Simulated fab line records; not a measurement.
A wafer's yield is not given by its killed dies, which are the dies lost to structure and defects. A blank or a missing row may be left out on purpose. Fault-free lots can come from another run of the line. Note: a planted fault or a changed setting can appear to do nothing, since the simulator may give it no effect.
fab line records || flow n5-finfet
record {"lots": 4, "wafers": 12, "last-day": 15}
route steps=1938 shown MOL_CONTACT_COAG@530 BEOL_M4@1111
lots that met no fault: from a run of the same line without faults
start-h: start of the lot's first displayed wafer, in hours after the record's first day || wait-h: how many hours have passed since the lot's step before this one || " unchanged from the row above || L1.1+2: a single row standing in for several wafers || - value missing, or start not given || * or withheld: withheld || < > ~ a bound
route shown NAME@n: a module of which the file shows steps, and the number in the route of the first || usual: the fault-free wafers' mean and standard deviation || same: alike in all rows || chamber/n: place in a boat || sites: readings site by site || _std_site: standard deviation of those values || _edge_site: mean of outer sites minus mean of inner sites || radius-mm: for every site, how far away it sits from the centre of the wafer || mask NAME#n: copy n || behind: the tool/chamber that last shaped the wafer || hold: what put the lot on hold/how long, in hours/how the hold closed || device: whichever transistor did not switch (one of n, p or np) || end of line: at the end of the route, the tests of the same wafers || for a step that has no rows: nothing shown but its recipe || killed: dies lost to structure and defects at the first sort, not the wafer's yield || map: a wafer's dies, x killed, . not, _ none there
set.NAME: setting as actually run; set.NAME@STEP: the setting as run at that earlier step || model.NAME: the simulator's own value behind a step, which no gauge read
lots at selected steps of the route; one table per step, one row per wafer
services: the hour from which a tool's chamber was out of use, counted from the record's first day as start-h (under 0 if before that day), plus the number of hours and why
## steps
# step N5_MOL_CONTACT_COAG_ETCH_59
# recipe {"chemistry": "N2/H2", "target": "underlayer", "target-depth-a": 130, "mask-material": "CAR-EUV", "time-s": 10.4, "ion-energy-ev": 200, "pressure-mtorr": 30, "source-w": 840, "bias-w": 150, "n2-flow-sccm": 200, "h2-flow-sccm": 200, "ends": "cleared"}
# step N5_MOL_CONTACT_COAG_ETCH_105
# recipe {"chemistry": "CF4", "target": "SiARC", "target-depth-a": 156, "mask-material": "CAR-EUV", "time-s": 26, "ion-energy-ev": 80, "pressure-mtorr": 40, "source-w": 545, "bias-w": 36, "Ar_flow_sccm": 100, "cf4-flow-sccm": 100, "ends": "cleared"}
# step N5_MOL_CONTACT_COAG_ETCH_106
# recipe {"chemistry": "N2/H2", "target": "SOC", "target-depth-a": 800, "overetch-a": 160, "mask-material": "SiARC", "temp-c": 40, "time-s": 120, "ion-energy-ev": 200, "pressure-mtorr": 30, "source-w": 840, "bias-w": 150, "n2-flow-sccm": 200, "h2-flow-sccm": 200}
# step N5_MOL_CONTACT_COAG_STRIP_107
# recipe {"chemistry": "N2/H2", "temp-c": 40, "n2-flow-sccm": 200, "h2-flow-sccm": 200, "rf-frequency-hz": 6e+07}
# step N5_MOL_CONTACT_COAG_STRIP_108
# recipe {"chemistry": "N2/H2", "temp-c": 40, "n2-flow-sccm": 200, "h2-flow-sccm": 200, "rf-frequency-hz": 6e+07}
# step N5_MOL_CONTACT_COAG_CONTACT_ETCH_14
# recipe {"chemistry": "C4F6/O2", "target": "SiO2", "target-depth-a": 275, "overetch-a": 85, "mask-material": "SOC", "pressure-mtorr": 30, "source-w": 370, "bias-w": 185, "Ar_flow_sccm": 300, "C4F6_flow_sccm": 16, "O2_flow_sccm": 10, "time-s": 20, "ion-energy-ev": 259.6}
# step N5_MOL_CONTACT_COAG_STRIP_109
# recipe {"chemistry": "C4F6/O2", "resist": "SiARC", "rf-frequency-hz": 6e+07}
# step N5_MOL_CONTACT_COAG_ETCH_15
# recipe {"chemistry": "CH3F/O2", "target": "SiNx", "target-depth-a": 70, "mask-material": "SOC", "stop-on": "Si:P", "over-etch-frac": 0.75, "ion-energy-ev": 120, "pressure-mtorr": 30, "source-w": 395, "bias-w": 73, "Ar_flow_sccm": 150, "CH3F_flow_sccm": 30, "O2_flow_sccm": 20}
# step N5_MOL_CONTACT_COAG_ETCH_110
# recipe {"chemistry": "CF4/O2", "target": "Si", "target-depth-a": 25, "time-s": 8, "pressure-mtorr": 100, "source-w": 200, "bias-w": 12, "ion-energy-ev": 60, "Ar_flow_sccm": 100, "cf4-flow-sccm": 100, "O2_flow_sccm": 10}
# step N5_MOL_CONTACT_COAG_STRIP_98
# recipe {"chemistry": "N2/H2", "power-w": 500, "temp-c": 40, "pressure-mtorr": 50, "rf-frequency-hz": 6e+07, "overash-fraction": 0.3, "bias-power-w": 8, "h2-frac": 0.5, "n2-flow-sccm": 300, "h2-flow-sccm": 300}
# step N5_MOL_CONTACT_COAG_IMPLANT_129
# recipe {"species": "Ge", "energy-kev": 3, "dose-cm2": 6e+14, "tilt-deg": 0, "rotation-deg": 0}
# step N5_MOL_CONTACT_COAG_PRECLEAN_111
# recipe {"chemistry": "NF3:NH3", "afs-cycles": 1, "temp-c": 30, "time-s": 20, "sublimation-temp-c": 180, "sublimation-time-s": 60, "pressure-torr": 3, "rf-power-w": 30}
# usual {"rf-power-w": "30.01/0.099", "time-s": "20/0"}
{"lot.wafer": "L651.1", "tool": "remote-plasma-01", "chamber": 1, "start-h": 107.64, "wait-h": 0.2, "rf-power-w": 30.00, "time-s": 20}
{"lot.wafer": "L651.2", "tool": "remote-plasma-01", "chamber": 1, "start-h": 107.64, "wait-h": 0.2, "rf-power-w": 30.05, "time-s": 20}
{"lot.wafer": "L651.5", "tool": "remote-plasma-01", "chamber": 1, "start-h": 107.64, "wait-h": 0.2, "rf-power-w": 30.02, "time-s": 20}
{"lot.wafer": "L660.2", "tool": "remote-plasma-01", "chamber": 0, "start-h": 167.51, "wait-h": 0.6, "rf-power-w": 30.07, "time-s": 20}
{"lot.wafer": "L660.3", "tool": "remote-plasma-01", "chamber": 0, "start-h": 167.51, "wait-h": 0.6, "rf-power-w": 30.03, "time-s": 20}
{"lot.wafer": "L660.6", "tool": "remote-plasma-01", "chamber": 0, "start-h": 167.51, "wait-h": 0.6, "rf-power-w": 29.87, "time-s": 14.91}
{"lot.wafer": "L662.2", "tool": "remote-plasma-01", "chamber": 0, "start-h": 172.21, "wait-h": 0.2, "rf-power-w": 29.89, "time-s": 20}
{"lot.wafer": "L662.4", "tool": "remote-plasma-01", "chamber": 0, "start-h": 172.21, "wait-h": 0.2, "rf-power-w": 29.94, "time-s": 14.91}
{"lot.wafer": "L662.6", "tool": "remote-plasma-01", "chamber": 0, "start-h": 172.21, "wait-h": 0.2, "rf-power-w": 29.90, "time-s": 14.91}
{"lot.wafer": "L666.1", "tool": "remote-plasma-02", "chamber": 0, "start-h": 191.96, "wait-h": 0.2, "rf-power-w": 30.09, "time-s": 20}
{"lot.wafer": "L666.2", "tool": "remote-plasma-02", "chamber": 0, "start-h": 191.96, "wait-h": 0.2, "rf-power-w": 29.99, "time-s": 20}
{"lot.wafer": "L666.6", "tool": "remote-plasma-02", "chamber": 0, "start-h": 191.96, "wait-h": 0.2, "rf-power-w": 30.05, "time-s": 20}
# step N5_MOL_CONTACT_COAG_TI_SIL_19
# recipe {"material": "Ti", "target-thk-a": 42, "temp-c": 200, "chamber-pressure-pa": 5, "power-w": 5000, "time-s": 15}
# step N5_MOL_CONTACT_COAG_ALD_20
# recipe {"material": "TiN", "target-thk-a": 15, "temp-c": 400, "ald-precursor-family": "TiCl4", "ald-co-reactant": "NH3", "pulse-time-s": 1, "purge-time-s": 3, "co-reactant-purge-time-s": 2, "co-reactant-pulse-time-s": 2, "ald-cycles": 68, "pressure-torr": 3}
# step N5_MOL_CONTACT_COAG_SIL_ANNEAL_21
# recipe {"temp-c": 550, "time-s": 60, "ambient": "N2"}
# step N5_MOL_CONTACT_COAG_PRE_CLEAN_141
# recipe {"gas": "H2/He", "time-s": 60, "temp-c": 300}
# step N5_MOL_CONTACT_COAG_SPUTTER_143
# recipe {"material": "Co", "target-thk-a": 25, "temp-c": 25, "chamber-pressure-pa": 0.2}
# step N5_MOL_CONTACT_COAG_CO_FILL_22
# recipe {"material": "Co", "target-thk-a": 200, "temp-c": 200, "precursor": "CCTBA/H2", "pressure-torr": 30}
# step N5_MOL_CONTACT_COAG_ANNEAL_113
# recipe {"temp-c": 400, "time-s": 300, "ambient": "H2/N2"}
# step N5_MOL_CONTACT_COAG_PRE_CLEAN_142
# recipe {"gas": "H2/He", "time-s": 60, "temp-c": 300}
# step N5_MOL_CONTACT_COAG_SPUTTER_130
# recipe {"material": "Co", "target-thk-a": 475, "temp-c": 25, "chamber-pressure-pa": 0.5, "power-w": 3000}
# step N5_MOL_CONTACT_COAG_PRECLEAN_125
# recipe {"chemistry": "DIW", "time-s": 57.5, "temp-c": 23}
# step N5_MOL_CONTACT_COAG_SRD_126
# recipe {"dry-time-s": 32, "dry": "n2-spin", "spin-rpm": 1500}
# step N5_MOL_CONTACT_COAG_CMP_23
# recipe {"stop-on": "SiO2", "t-overpolish-s": 1.5, "post-cmp-clean": "cu-alkaline", "down-force-psi": 2, "platen-rpm": 50.289, "pad-velocity-m-s": 1.0006, "target-thk-nm": 0}
# step N5_MOL_CONTACT_COAG_WET_ETCH_26
# recipe {"target": "Co", "target-depth-nm": 13}
# step N5_MOL_CONTACT_COAG_WET_ETCH_116
# recipe {"chemistry": "SC1-inhibited", "target-depth-nm": 4.6, "dry": "ipa-marangoni", "rinse-time-s": 30, "rinse-temp-c": 23}
# step N5_MOL_CONTACT_COAG_ALD_27
# recipe {"material": "SiOC", "target-thk-a": 170, "temp-c": 400, "ald-precursor-family": "carbosiloxane", "ald-co-reactant": "H2-plasma", "pulse-time-s": 1.5, "time-s": 2720, "purge-time-s": 2, "co-reactant-purge-time-s": 2, "ald-cycles": 340, "pressure-torr": 2}
# step N5_MOL_CONTACT_COAG_CMP_28
# recipe {"stop-on": "SiNx", "t-overpolish-s": 0.85, "post-cmp-clean": "alkaline-brush", "down-force-psi": 4.15, "platen-rpm": 51.8, "pad-velocity-m-s": 1.0307, "target-thk-nm": 14.522}
# step N5_MOL_CONTACT_COAG_THK_MEAS_29
# recipe {"reads": "SiNx_of_GATE_CUT_PECVD_57+SiNx_of_GATE_CUT_SAC_CAP_01"}
# usual {"MD_CAP_THK": "17.90/0.084"}
{"lot.wafer": "L651.1", "tool": "film-metro-02", "chamber": "-", "start-h": 116.03, "wait-h": "-", "MD_CAP_THK[nm]": 17.94}
{"lot.wafer": "L651.2", "tool": "film-metro-02", "chamber": "-", "start-h": 116.03, "wait-h": "-", "MD_CAP_THK[nm]": 18.02}
{"lot.wafer": "L651.5", "tool": "film-metro-02", "chamber": "-", "start-h": 116.03, "wait-h": "-", "MD_CAP_THK[nm]": 17.93}
{"lot.wafer": "L660.2", "tool": "film-metro-02", "chamber": "-", "start-h": 177.37, "wait-h": "-", "MD_CAP_THK[nm]": 17.86}
{"lot.wafer": "L660.3", "tool": "film-metro-02", "chamber": "-", "start-h": 177.37, "wait-h": "-", "MD_CAP_THK[nm]": 18.04}
{"lot.wafer": "L660.6", "tool": "film-metro-02", "chamber": "-", "start-h": 177.37, "wait-h": "-", "MD_CAP_THK[nm]": 18.22}
{"lot.wafer": "L662.2", "tool": "film-metro-01", "chamber": "-", "start-h": 182.87, "wait-h": "-", "MD_CAP_THK[nm]": 17.91}
{"lot.wafer": "L662.4", "tool": "film-metro-01", "chamber": "-", "start-h": 182.87, "wait-h": "-", "MD_CAP_THK[nm]": 18.10}
{"lot.wafer": "L662.6", "tool": "film-metro-01", "chamber": "-", "start-h": 182.87, "wait-h": "-", "MD_CAP_THK[nm]": 18.10}
{"lot.wafer": "L666.1", "tool": "film-metro-02", "chamber": "-", "start-h": 199.74, "wait-h": "-", "MD_CAP_THK[nm]": 17.93}
{"lot.wafer": "L666.2", "tool": "film-metro-02", "chamber": "-", "start-h": 199.74, "wait-h": "-", "MD_CAP_THK[nm]": 17.81}
{"lot.wafer": "L666.6", "tool": "film-metro-02", "chamber": "-", "start-h": 199.74, "wait-h": "-", "MD_CAP_THK[nm]": 17.80}
# step N5_MOL_CONTACT_COAG_ALD_123
# recipe {"material": "SiNx", "target-thk-a": 50, "temp-c": 400, "ald-precursor-family": "SiH2I2", "ald-co-reactant": "N2/H2-plasma", "pulse-time-s": 1, "purge-time-s": 2, "co-reactant-purge-time-s": 2, "ald-cycles": 100, "pressure-torr": 2}
# step N5_MOL_CONTACT_COAG_PECVD_31
# recipe {"material": "SiO2", "target-thk-a": 460, "temp-c": 400, "precursor": "TEOS/O2", "pressure-torr": 6.5, "rf-w": "withheld", "teos-flow-sccm": "withheld", "gas": "O2", "flow-sccm": 2650, "time-s": 8.9}
# step N5_MOL_CONTACT_COAG_COAT_75
# recipe {"resist": "SOC", "temp-c": 250, "time-s": 60, "spin-rpm": 1500, "resist-thk-nm": 60}
# step N5_MOL_CONTACT_COAG_COAT_76
# recipe {"resist": "SiARC", "temp-c": 220, "time-s": 60, "spin-rpm": 1500, "resist-thk-nm": 10}
# step N5_MOL_CONTACT_COAG_COAT_77
# recipe {"resist": "underlayer", "temp-c": 205, "time-s": 60, "spin-rpm": 1500, "resist-thk-nm": 10}
# step N5_MOL_CONTACT_COAG_COAT_78
# recipe {"resist": "CAR-EUV", "spin-rpm": 1500, "resist-thk-nm": 40}
# step N5_MOL_CONTACT_COAG_EBR_80
# recipe {"solvent": "PGMEA", "ebr-width-mm": 1.5}
# step N5_MOL_CONTACT_COAG_SOFTBAKE_79
# recipe {"temp-c": 110, "time-s": 60, "resist": "CAR-EUV"}
# step N5_MOL_CONTACT_COAG_EXPOSE_81
# recipe {"mask-id": "VG", "na": 0.33, "source-shape": "annular", "sigma-inner": 0.3, "sigma-outer": 0.7, "polarization": "unpolarized", "defocus-nm": 0, "dose-mj": 59.5}
# step N5_MOL_CONTACT_COAG_PEB_82
# recipe {"peb-temp-c": 100, "peb-time-s": 60, "resist": "CAR-EUV"}
# step N5_MOL_CONTACT_COAG_ETCH_47
# recipe {"chemistry": "CH3F/O2", "target": "SiNx", "target-depth-a": 270, "mask-material": "SiO2", "stop-on": "W", "over-etch-frac": 0.2, "ion-energy-ev": 120, "endpoint": "OES-CN", "pressure-mtorr": 30, "source-w": 395, "bias-w": 73, "Ar_flow_sccm": 150, "CH3F_flow_sccm": 30, "O2_flow_sccm": 20, "ends": "end-point"}
# usual {"bias-w": "72.99/0.21", "chamber-pressure-mTorr": "29.997/0.025", "drypump-motor-current-A": "5.7/0.48", "etch-rf-on-time-s": "31.4/0.5", "mfc-ar-sccm": "150.0/0.5", "oes_ar_750_au": "0.77/0.078", "oes-product-au": "0.68/0.076", "rf-fwd-power-W": "385.8/1.7", "rf-vpp-V": "298/4.4", "showerhead-plenum-p-Torr": "2.05/0.043", "throttle-valve-pct": "16.29/0.23"}
{"lot.wafer": "L651.1", "tool": "rie-diel-05", "chamber": 1, "start-h": 117.68, "wait-h": 0.0, "bias-w": 72.76, "chamber-pressure-mTorr": 30.030, "drypump-motor-current-A": 5.0, "etch-rf-on-time-s": 31.4, "mfc-ar-sccm": 150.0, "oes_ar_750_au": 0.79, "oes-product-au": 0.70, "rf-fwd-power-W": 386.9, "rf-hours-counter-h": 120, "rf-vpp-V": 290, "showerhead-plenum-p-Torr": 1.99, "throttle-valve-pct": 15.88, "model.etch.depth-nm": 17.93}
{"lot.wafer": "L651.2", "tool": "rie-diel-05", "chamber": 3, "start-h": 117.68, "wait-h": 0.0, "bias-w": 72.47, "chamber-pressure-mTorr": 30.038, "drypump-motor-current-A": 5.7, "etch-rf-on-time-s": 32.2, "mfc-ar-sccm": 150.0, "oes_ar_750_au": 0.69, "oes-product-au": 0.61, "rf-fwd-power-W": 385.7, "rf-hours-counter-h": 222, "rf-vpp-V": 302, "showerhead-plenum-p-Torr": 1.98, "throttle-valve-pct": 16.73, "model.etch.depth-nm": 18.01}
{"lot.wafer": "L651.5", "tool": "rie-diel-05", "chamber": 0, "start-h": 117.68, "wait-h": 0.0, "bias-w": 72.86, "chamber-pressure-mTorr": 30.007, "drypump-motor-current-A": 6.4, "etch-rf-on-time-s": 31.6, "mfc-ar-sccm": 150.2, "oes_ar_750_au": 0.74, "oes-product-au": 0.64, "rf-fwd-power-W": 385.5, "rf-hours-counter-h": "-", "rf-vpp-V": 298, "showerhead-plenum-p-Torr": 2.07, "throttle-valve-pct": 16.15, "model.etch.depth-nm": 17.97}
{"lot.wafer": "L660.2", "tool": "rie-diel-01", "chamber": 0, "start-h": 179.32, "wait-h": 0.0, "bias-w": 72.93, "chamber-pressure-mTorr": 29.974, "drypump-motor-current-A": 6.4, "etch-rf-on-time-s": 30.6, "mfc-ar-sccm": 149.6, "oes_ar_750_au": 0.74, "oes-product-au": 0.66, "rf-fwd-power-W": 385.7, "rf-hours-counter-h": 183, "rf-vpp-V": 298, "showerhead-plenum-p-Torr": 2.09, "throttle-valve-pct": 16.32, "model.etch.depth-nm": 17.87}
{"lot.wafer": "L660.3", "tool": "rie-diel-01", "chamber": 3, "start-h": 179.32, "wait-h": 0.0, "bias-w": 72.90, "chamber-pressure-mTorr": 29.975, "drypump-motor-current-A": 6.3, "etch-rf-on-time-s": 30.9, "mfc-ar-sccm": 150.9, "oes_ar_750_au": 0.73, "oes-product-au": 0.66, "rf-fwd-power-W": 387.3, "rf-hours-counter-h": 210, "rf-vpp-V": 300, "showerhead-plenum-p-Torr": 2.06, "throttle-valve-pct": 16.39, "model.etch.depth-nm": 18.06}
{"lot.wafer": "L660.6", "tool": "rie-diel-01", "chamber": 2, "start-h": 179.32, "wait-h": 0.0, "bias-w": 72.65, "chamber-pressure-mTorr": 30.018, "drypump-motor-current-A": 5.2, "etch-rf-on-time-s": 31.1, "mfc-ar-sccm": 149.9, "oes_ar_750_au": 0.97, "oes-product-au": 0.89, "rf-fwd-power-W": 385.3, "rf-hours-counter-h": "-", "rf-vpp-V": 296, "showerhead-plenum-p-Torr": 2.05, "throttle-valve-pct": 16.38, "model.etch.depth-nm": 18.23}
{"lot.wafer": "L662.2", "tool": "rie-diel-03", "chamber": 1, "start-h": 186.21, "wait-h": 0.0, "bias-w": 72.82, "chamber-pressure-mTorr": 29.960, "drypump-motor-current-A": 5.3, "etch-rf-on-time-s": 31.4, "mfc-ar-sccm": 150.1, "oes_ar_750_au": 0.86, "oes-product-au": 0.77, "rf-fwd-power-W": 385.1, "rf-hours-counter-h": 41, "rf-vpp-V": 295, "showerhead-plenum-p-Torr": 2.05, "throttle-valve-pct": 16.32, "model.etch.depth-nm": 17.94}
{"lot.wafer": "L662.4", "tool": "rie-diel-03", "chamber": 3, "start-h": 186.21, "wait-h": 0.0, "bias-w": 72.96, "chamber-pressure-mTorr": 29.973, "drypump-motor-current-A": 5.3, "etch-rf-on-time-s": 32.6, "mfc-ar-sccm": 149.6, "oes_ar_750_au": 0.70, "oes-product-au": 0.62, "rf-fwd-power-W": 386.1, "rf-hours-counter-h": 202, "rf-vpp-V": 296, "showerhead-plenum-p-Torr": 2.06, "throttle-valve-pct": 16.37, "model.etch.depth-nm": 18.05}
{"lot.wafer": "L662.6", "tool": "rie-diel-03", "chamber": 2, "start-h": 186.21, "wait-h": 0.0, "bias-w": 72.74, "chamber-pressure-mTorr": 30.000, "drypump-motor-current-A": 5.3, "etch-rf-on-time-s": 31.6, "mfc-ar-sccm": 149.4, "oes_ar_750_au": 0.69, "oes-product-au": 0.61, "rf-fwd-power-W": 387.1, "rf-hours-counter-h": "-", "rf-vpp-V": 299, "showerhead-plenum-p-Torr": 2.08, "throttle-valve-pct": 16.31, "model.etch.depth-nm": 18.1}
{"lot.wafer": "L666.1", "tool": "rie-diel-03", "chamber": 2, "start-h": 201.39, "wait-h": 0.0, "bias-w": 73.00, "chamber-pressure-mTorr": 29.986, "drypump-motor-current-A": 5.3, "etch-rf-on-time-s": 31.6, "mfc-ar-sccm": 150.2, "oes_ar_750_au": 0.70, "oes-product-au": 0.61, "rf-fwd-power-W": 385.1, "rf-hours-counter-h": 232, "rf-vpp-V": 301, "showerhead-plenum-p-Torr": 2.08, "throttle-valve-pct": 16.33, "model.etch.depth-nm": 17.93}
{"lot.wafer": "L666.2", "tool": "rie-diel-03", "chamber": 0, "start-h": 201.39, "wait-h": 0.0, "bias-w": 73.30, "chamber-pressure-mTorr": 30.029, "drypump-motor-current-A": 5.8, "etch-rf-on-time-s": 31.2, "mfc-ar-sccm": 149.8, "oes_ar_750_au": 0.86, "oes-product-au": 0.79, "rf-fwd-power-W": 384.9, "rf-hours-counter-h": 38, "rf-vpp-V": 305, "showerhead-plenum-p-Torr": 2.13, "throttle-valve-pct": 16.22, "model.etch.depth-nm": 17.83}
{"lot.wafer": "L666.6", "tool": "rie-diel-03", "chamber": 0, "start-h": 201.39, "wait-h": 0.0, "bias-w": 73.13, "chamber-pressure-mTorr": 29.999, "drypump-motor-current-A": 5.8, "etch-rf-on-time-s": 31.1, "mfc-ar-sccm": 149.9, "oes_ar_750_au": 0.86, "oes-product-au": 0.79, "rf-fwd-power-W": 386.2, "rf-hours-counter-h": "-", "rf-vpp-V": 307, "showerhead-plenum-p-Torr": 2.13, "throttle-valve-pct": 16.20, "model.etch.depth-nm": 17.83}
# step N5_BEOL_M4_RC_MEAS_101
# usual {"DIBL_N": "37.0/1.7", "DIBL_P": "36.7/2", "IOFF_N": "0.17/0.035", "IOFF_P": "0.22/0.035", "ION_N": "672/12", "ION_P": "461/7.5", "SS_N": "71.6/0.67", "SS_P": "73.4/0.64", "VT_N": "250/3.5", "VT_P": "-250/3.5"}
{"lot.wafer": "L651.1", "tool": "prober-01", "chamber": 0, "start-h": 175.77, "wait-h": 0.0, "DIBL_N[mV/V]": 35.1, "DIBL_P[mV/V]": 36.8, "IOFF_N[nA/um]": 0.14, "IOFF_P[nA/um]": 0.18, "ION_N[uA/um]": 656, "ION_P[uA/um]": 450, "SS_N[mV/dec]": 71.9, "SS_P[mV/dec]": 73.4, "VT_N[mV]": 251, "VT_P[mV]": -252}
{"lot.wafer": "L651.2", "tool": "prober-01", "chamber": 0, "start-h": 175.77, "wait-h": 0.0, "DIBL_N[mV/V]": 35.9, "DIBL_P[mV/V]": 38.3, "IOFF_N[nA/um]": 0.15, "IOFF_P[nA/um]": 0.20, "ION_N[uA/um]": 682, "ION_P[uA/um]": 467, "SS_N[mV/dec]": 71.5, "SS_P[mV/dec]": 74.0, "VT_N[mV]": 252, "VT_P[mV]": -252}
{"lot.wafer": "L651.5", "tool": "prober-01", "chamber": 0, "start-h": 175.77, "wait-h": 0.0, "DIBL_N[mV/V]": 34.4, "DIBL_P[mV/V]": 37.0, "IOFF_N[nA/um]": 0.13, "IOFF_P[nA/um]": 0.19, "ION_N[uA/um]": 671, "ION_P[uA/um]": 469, "SS_N[mV/dec]": 72.1, "SS_P[mV/dec]": 72.9, "VT_N[mV]": 251, "VT_P[mV]": -252}
{"lot.wafer": "L660.2", "tool": "prober-01", "chamber": 0, "start-h": 237.56, "wait-h": 0.2, "DIBL_N[mV/V]": 37.8, "DIBL_P[mV/V]": 37.0, "IOFF_N[nA/um]": 0.19, "IOFF_P[nA/um]": 0.27, "ION_N[uA/um]": 684, "ION_P[uA/um]": 471, "SS_N[mV/dec]": 71.0, "SS_P[mV/dec]": 73.5, "VT_N[mV]": 246, "VT_P[mV]": -244}
{"lot.wafer": "L660.3", "tool": "prober-01", "chamber": 0, "start-h": 237.56, "wait-h": 0.2, "DIBL_N[mV/V]": 39.2, "DIBL_P[mV/V]": 37.5, "IOFF_N[nA/um]": 0.21, "IOFF_P[nA/um]": 0.27, "ION_N[uA/um]": 680, "ION_P[uA/um]": 464, "SS_N[mV/dec]": 71.5, "SS_P[mV/dec]": 73.8, "VT_N[mV]": 245, "VT_P[mV]": -245}
{"lot.wafer": "L660.6", "tool": "prober-01", "chamber": 0, "start-h": 237.56, "wait-h": 0.2, "DIBL_N[mV/V]": 36.8, "DIBL_P[mV/V]": 36.7, "IOFF_N[nA/um]": 0.18, "IOFF_P[nA/um]": 0.27, "ION_N[uA/um]": 685, "ION_P[uA/um]": 476, "SS_N[mV/dec]": 71.0, "SS_P[mV/dec]": 73.5, "VT_N[mV]": 246, "VT_P[mV]": -244}
{"lot.wafer": "L662.2", "tool": "prober-01", "chamber": 0, "start-h": 253.25, "wait-h": 0.2, "DIBL_N[mV/V]": 34.9, "DIBL_P[mV/V]": 33.9, "IOFF_N[nA/um]": 0.12, "IOFF_P[nA/um]": 0.17, "ION_N[uA/um]": 665, "ION_P[uA/um]": 459, "SS_N[mV/dec]": 71.4, "SS_P[mV/dec]": 73.0, "VT_N[mV]": 254, "VT_P[mV]": -256}
{"lot.wafer": "L662.4", "tool": "prober-01", "chamber": 0, "start-h": 253.25, "wait-h": 0.2, "DIBL_N[mV/V]": 35.9, "DIBL_P[mV/V]": 34.7, "IOFF_N[nA/um]": 0.14, "IOFF_P[nA/um]": 0.18, "ION_N[uA/um]": 658, "ION_P[uA/um]": 450, "SS_N[mV/dec]": 71.4, "SS_P[mV/dec]": 72.9, "VT_N[mV]": 252, "VT_P[mV]": -253}
{"lot.wafer": "L662.6", "tool": "prober-01", "chamber": 0, "start-h": 253.25, "wait-h": 0.2, "DIBL_N[mV/V]": 34.6, "DIBL_P[mV/V]": 33.4, "IOFF_N[nA/um]": 0.12, "IOFF_P[nA/um]": 0.16, "ION_N[uA/um]": 652, "ION_P[uA/um]": 447, "SS_N[mV/dec]": 70.9, "SS_P[mV/dec]": 73.1, "VT_N[mV]": 254, "VT_P[mV]": -257}
{"lot.wafer": "L666.1", "tool": "prober-02", "chamber": 0, "start-h": 261.62, "wait-h": 0.0, "DIBL_N[mV/V]": 35.4, "DIBL_P[mV/V]": 34.1, "IOFF_N[nA/um]": 0.13, "IOFF_P[nA/um]": 0.19, "ION_N[uA/um]": 665, "ION_P[uA/um]": 456, "SS_N[mV/dec]": 71.3, "SS_P[mV/dec]": 73.2, "VT_N[mV]": 255, "VT_P[mV]": -251}
{"lot.wafer": "L666.2", "tool": "prober-02", "chamber": 0, "start-h": 261.62, "wait-h": 0.0, "DIBL_N[mV/V]": 35.9, "DIBL_P[mV/V]": 35.2, "IOFF_N[nA/um]": 0.14, "IOFF_P[nA/um]": 0.20, "ION_N[uA/um]": 670, "ION_P[uA/um]": 461, "SS_N[mV/dec]": 70.9, "SS_P[mV/dec]": 73.0, "VT_N[mV]": 251, "VT_P[mV]": -252}
{"lot.wafer": "L666.6", "tool": "prober-02", "chamber": 0, "start-h": 261.62, "wait-h": 0.0, "DIBL_N[mV/V]": 37.7, "DIBL_P[mV/V]": 36.7, "IOFF_N[nA/um]": 0.17, "IOFF_P[nA/um]": 0.23, "ION_N[uA/um]": 681, "ION_P[uA/um]": 462, "SS_N[mV/dec]": 72.1, "SS_P[mV/dec]": 74.0, "VT_N[mV]": 250, "VT_P[mV]": -248}
## services
{"tool": "rie-diel-05", "chamber": 1, "start-h": 96.03, "hours": 9.1, "kind": "repair"}
{"tool": "rie-diel-01", "chamber": 2, "start-h": 108.98, "hours": 7.7, "kind": "repair"}
{"tool": "rie-diel-03", "chamber": 0, "start-h": 131.31, "hours": 33.0, "kind": "repair"}
{"tool": "rie-diel-03", "chamber": 1, "start-h": 139.08, "hours": 7.7, "kind": "repair"}
{"tool": "rie-diel-01", "chamber": 2, "start-h": 153.55, "hours": "-", "kind": "clean"}
{"tool": "rie-diel-01", "chamber": 2, "start-h": 153.55, "hours": "-", "kind": "consumable-replace:esc"}
{"tool": "rie-diel-01", "chamber": 2, "start-h": 153.55, "hours": "-", "kind": "consumable-replace:focus-ring"}
{"tool": "rie-diel-01", "chamber": 2, "start-h": 153.55, "hours": 23.5, "kind": "scheduled-down"}
{"tool": "rie-diel-01", "chamber": 2, "start-h": 153.55, "hours": 23.5, "kind": "vent-cycle"}
{"tool": "rie-diel-05", "chamber": "-", "start-h": 156.32, "hours": 4.3, "kind": "pm"}
{"tool": "rie-diel-01", "chamber": 1, "start-h": 182.08, "hours": 1.6, "kind": "repair"}
## key
first-sign {"step": "N5_MOL_CONTACT_COAG_PRECLEAN_111", "reading": "time-s", "direction": "down", "sigmas": "99+", "usual": "*", "struck": "*"}
effect {"step": "N5_MOL_CONTACT_COAG_THK_MEAS_29", "reading": "MD_CAP_THK", "direction": "up", "sigmas": 2.8, "usual": 17.90, "struck": 18.14}
model-effect {"step": "N5_MOL_CONTACT_COAG_ETCH_47", "value": "etch.depth-nm", "without": 17.95, "struck": 18.13}
met-at N5_MOL_CONTACT_COAG_PRECLEAN_111
struck-wafers L660.6,L662.4,L662.6
onset-between 107.64 167.51
fault {"kind": "process-parameter-drift", "tool": "remote-plasma-01", "chamber": "-", "onset-h": 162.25, "steps": "N5_MOL_CONTACT_COAG_PRECLEAN_111", "channel": "time-s", "offset": "*", "shape": "step", "end-h": 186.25, "scope": "struck-wafers-only", "acts-in": "*", "stated": "*"}
